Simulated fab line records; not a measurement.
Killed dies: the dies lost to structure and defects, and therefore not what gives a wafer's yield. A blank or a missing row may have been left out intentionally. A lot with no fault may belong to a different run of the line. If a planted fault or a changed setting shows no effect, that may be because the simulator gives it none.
Comparing a struck lot with a sound one :: flow n5_finfet :: 15 steps out of a route of 1938
Sound: the wafers L713.3, L713.5, L713.6. Struck: wafer L727.6. (L727.5 of the same lot was not struck and is left out.) The cause comes at the end.
Each step with rows lists, per side, the tool, then ch with its chambers, then its first start. Under that, the readings that differ: sound wafers :: struck wafers :: difference of the means :: sigmas: that difference in standard deviations of wafers without a fault.
alike: words and numbers the same on both sides, and readings whose means are apart by under 2 such deviations; not compared: readings that were withheld, readings missing a value for some wafer, numbers with overlapping values and no deviation given by the record, and bounds like >300 which may hide the same value.
A row with sigmas, a row that says differs or no value, or rows on one side alone: a step with any of these is where the two part. Numbers that have no deviation but don't overlap get no sigmas and don't part them. A reading that every wafer of one side lacks parts them only if that side has two wafers or more.

N5_BEOL_M10_TRENCH_ETCH_37: etches SiCOH lowk in C4F6/O2, target depth 148.83 nm, time 48 s.
  sound on rie_diel-03 ch 2,3; struck on rie_diel-01 ch 0
  alike: bias_w, drypump_motor_current_A, oes_o_777_au, oes_product_au, rf_fwd_power_W, rf_vpp_V, showerhead_plenum_p_Torr, throttle_valve_pct
  not compared: rf_hours_counter_h
N5_BEOL_M10_ETCH_41: etches SiCN in CH3F/O2, target depth 42.6 nm, time 86 s.
  sound on rie_diel-03 ch 2,3; struck on rie_diel-01 ch 0
  alike: bias_w, drypump_motor_current_A, oes_product_au, rf_fwd_power_W, rf_vpp_V, showerhead_plenum_p_Torr, throttle_valve_pct
  not compared: rf_hours_counter_h
then, 1 step without rows for these wafers: N5_BEOL_M10_STRIP_77 (strips in N2/H2, time 10 s).
N5_BEOL_M10_OCD_MEAS_38:
  sound on ocd-01 at day 11 19:19; struck on ocd-02 at day 15 03:07
  alike: trench_depth_nm
then, 4 steps without rows for these wafers: N5_BEOL_M10_HM_STRIP_39 (strips TiN in peroxide tin strip, target depth 25 nm, time 158 s); N5_BEOL_M10_SRD_40 (time 30 s); N5_BEOL_M10_PRECLEAN_42 (cleans in residue remover, time 60 s); N5_BEOL_M10_SRD_43 (time 30 s).
N5_BEOL_M10_CD_MEAS_35 targets a cd of 70 nm.
  sound on cd_sem-02 at day 11 19:28; struck on cd_sem-02 at day 15 03:16
  alike: cd_nm
N5_BEOL_M10_CURE_72: cures SiCOH lowk, time 120 s.
  sound on uv_cure-02 ch 0, day 11 19:37; struck on uv_cure-03 ch 2, day 15 03:35
  alike: lamp_power_pct, wafer_temp_C_max
then, 1 step without rows for these wafers: N5_BEOL_M10_DEGAS_44 (time 60 s).
N5_BEOL_M10_PRE_CLEAN_45: time 30 s.
  sound on pvd_sputter-01 at day 11 21:50; struck on pvd_sputter-01 at day 15 03:56
  alike: heater_power_w
N5_BEOL_M10_ALD_74: deposits TaN, target thk 2 nm, pulse time 2 s, purge time 3 s.
  sound on ald_metal-02 ch 1,2, day 11 21:54; struck on ald_metal-02 ch 3, day 15 04:07
reading: ald_cycles
sound: 40 40 40
struck: 54
difference: +14
sigmas: 

reading: model.TaN_of_BEOL_M10_ALD_74.thk_nm (nm)
sound: 2 2 2
struck: 2.8
difference: +0.8
sigmas: 
  alike: heater_power_w
N5_BEOL_M10_SURFACE_TREAT_76:
  sound on pvd_sputter-02 at day 11 22:14; struck on pvd_sputter-01 at day 15 04:19
  not compared: throttle_valve_pct
N5_PASSIVATION_PROBE_49:
  sound wafers here have rows in the record (prober-01, day 13 21:16); struck ones have none

== WHERE THEY PART ==
Within this record, at N5_PASSIVATION_PROBE_49 only.

WHY: whatever the simulator had introduced
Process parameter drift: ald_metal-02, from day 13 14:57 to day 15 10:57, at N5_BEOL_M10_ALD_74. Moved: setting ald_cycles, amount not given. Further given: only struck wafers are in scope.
